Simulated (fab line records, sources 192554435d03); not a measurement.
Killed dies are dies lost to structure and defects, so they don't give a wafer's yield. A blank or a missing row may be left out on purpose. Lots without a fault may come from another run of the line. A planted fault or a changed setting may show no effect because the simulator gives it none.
Chamber matching | flow n5_finfet | N5_MOL_CONTACT_COAG_ETCH_67 on rie_diel-02: 4 sister chambers
The step etches SOC in N2/H2, target depth 60 nm, overetch 21 nm, time 101.2 s. 30 wafers are shown with their chamber, then 12 later ones without.

WAFERS WITH THEIR CHAMBER
wafer  | chamber | drypump_motor_current_A (A) | showerhead_plenum_p_Torr (Torr) | throttle_valve_pct (%)
L081.1 | 0       | 5.9                         | 2.41                            | 18.02
L081.3 | 2       | 6.2                         | 2.64                            | 18.21
L081.5 | 2       | 6.2                         | 2.64                            | 18.22
L082.1 | 0       | 5.9                         | 2.41                            | 18.03
L082.4 | 2       | 6.1                         | 2.64                            | 18.20
L082.5 | 2       | 6.1                         | 2.64                            | 18.22
L083.1 | 0       | 5.9                         | 2.41                            | 18.02
L083.2 | 1       | 5.0                         | 2.43                            | 17.83
L083.3 | 3       | 6.1                         | 2.43                            | 18.33
L083.4 | 2       | 6.2                         | 2.64                            | 18.22
L083.5 | 2       | 6.2                         | 2.64                            | 18.22
L083.6 | 3       | 6.1                         | 2.43                            | 18.34
L085.1 | 3       | 6.1                         | 2.43                            | 18.32
L085.5 | 1       | 5.0                         | 2.43                            | 17.83
L085.6 | 0       | 5.9                         | 2.41                            | 18.03
L086.1 | 2       | 6.2                         | 2.64                            | 18.23
L086.2 | 3       | 6.1                         | 2.43                            | 18.33
L086.3 | 0       | 5.9                         | 2.41                            | 18.01
L088.1 | 2       | 6.1                         | 2.63                            | 18.25
L088.2 | 3       | 6.1                         | 2.42                            | 18.35
L088.3 | 0       | 5.9                         | 2.40                            | 18.07
L088.4 | 2       | 6.1                         | 2.63                            | 18.23
L088.5 | 3       | 6.1                         | 2.42                            | 18.34
L088.6 | 0       | 5.9                         | 2.40                            | 18.06
L089.1 | 2       | 6.1                         | 2.63                            | 18.24
L089.2 | 3       | 6.1                         | 2.42                            | 18.34
L089.5 | 3       | 6.1                         | 2.42                            | 18.35
L090.3 | 3       | 6.1                         | 2.42                            | 18.35
L090.5 | 2       | 6.2                         | 2.63                            | 18.25
L090.6 | 0       | 5.9                         | 2.40                            | 18.06

SIGNATURES (means of the wafers above)
reading                  | chamber 0 | chamber 1 | chamber 2 | chamber 3 | scatter within a chamber
drypump_motor_current_A  | 5.900     | 5.000     | 6.155     | 6.100     | 0.0324
showerhead_plenum_p_Torr | 2.4062    | 2.4300    | 2.6364    | 2.4244    | 0.00505
throttle_valve_pct       | 18.0375   | 17.8300   | 18.2264   | 18.3389   | 0.0163
Rule: a wafer's distance from a chamber is the root of the sum, over the readings, of the square of ((its reading less the chamber's mean) divided by the reading's scatter). The wafer belongs to the nearest chamber; if the next one is less than 2 further off, it can't be placed. The scatter: the root of (the sum of the squares of (reading less its chamber's mean) over the shown wafers, divided by (wafers less chambers)).

WAFERS WITHOUT THEIR CHAMBER
wafer  | drypump_motor_current_A (A) | showerhead_plenum_p_Torr (Torr) | throttle_valve_pct (%)
L091.1 | 5.9                         | 2.40                            | 18.06
L091.2 | 6.1                         | 2.63                            | 18.25
L091.3 | 6.1                         | 2.42                            | 18.35
L091.4 | 5.9                         | 2.40                            | 18.05
L091.5 | 6.1                         | 2.42                            | 18.35
L091.6 | 6.1                         | 2.63                            | 18.25
L094.2 | 6.1                         | 2.42                            | 18.37
L094.3 | 5.9                         | 2.40                            | 18.08
L094.5 | 6.2                         | 2.63                            | 18.27
L096.3 | 5.0                         | 2.42                            | 17.87
L096.4 | 5.9                         | 2.40                            | 18.09
L096.5 | 5.0                         | 2.42                            | 17.87

WHICH CHAMBER EACH WENT THROUGH
wafer  | from the rows above | in truth
L091.1 | 0                   | 0
L091.2 | 2                   | 2
L091.3 | 3                   | 3
L091.4 | 0                   | 0
L091.5 | 3                   | 3
L091.6 | 2                   | 2
L094.2 | 3                   | 3
L094.3 | 0                   | 0
L094.5 | 2                   | 2
L096.3 | 1                   | 1
L096.4 | 0                   | 0
L096.5 | 1                   | 1
Placed correctly: 12 of 12. Can't be placed from these rows: 0. Placed wrongly: 0.
